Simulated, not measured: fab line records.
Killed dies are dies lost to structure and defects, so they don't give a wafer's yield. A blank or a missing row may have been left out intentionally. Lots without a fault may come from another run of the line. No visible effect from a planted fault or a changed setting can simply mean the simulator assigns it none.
Chamber matching :: flow nand harc :: NHARC_A_ONON_D2_DEP_33 on pecvd-03: 3 sister chambers
The step deposits SiO2, target thk 200 nm. 3 wafers are shown with their chamber, then 7 later ones without.

WAFERS WITH THEIR CHAMBER
wafer: L087.4
chamber: 1
heater power w (W): 632

wafer: L090.3
chamber: 2
heater power w (W): 377

wafer: L090.5
chamber: 0
heater power w (W): 675

WAFERS WITHOUT THEIR CHAMBER
wafer: L090.6
heater power w (W): 389

wafer: L095.2
heater power w (W): 642

wafer: L095.4
heater power w (W): 608

wafer: L095.5
heater power w (W): 660

wafer: L097.2
heater power w (W): 381

wafer: L097.3
heater power w (W): 627

wafer: L097.6
heater power w (W): 623

CHAMBER TAKEN BY EACH
wafer: L090.6
from the rows above: 2
in truth: 2

wafer: L095.2
from the rows above: can't be placed: 1 or 0
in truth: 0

wafer: L095.4
from the rows above: 1
in truth: 1

wafer: L095.5
from the rows above: can't be placed: 0 or 1
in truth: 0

wafer: L097.2
from the rows above: 2
in truth: 2

wafer: L097.3
from the rows above: 1
in truth: 1

wafer: L097.6
from the rows above: 1
in truth: 1
Placed correctly: 5 of 7. From these rows, 2 cannot be placed; in 2 the true chamber is one of the candidates. Wrongly placed: 0.
How it was worked out, from the rows above alone: a wafer's distance from a chamber is the root of the sum, over the readings, of the square of ((its reading less the chamber's mean) divided by the reading's scatter). If the next closest chamber is less than 2 further off than the closest, the wafer can't be placed; otherwise it belongs to the closest. Each chamber's mean is taken over the wafers shown for it. The scatter: with one shown wafer a chamber, the root of the mean of the squares of how far each hidden wafer lies from its nearest shown one.
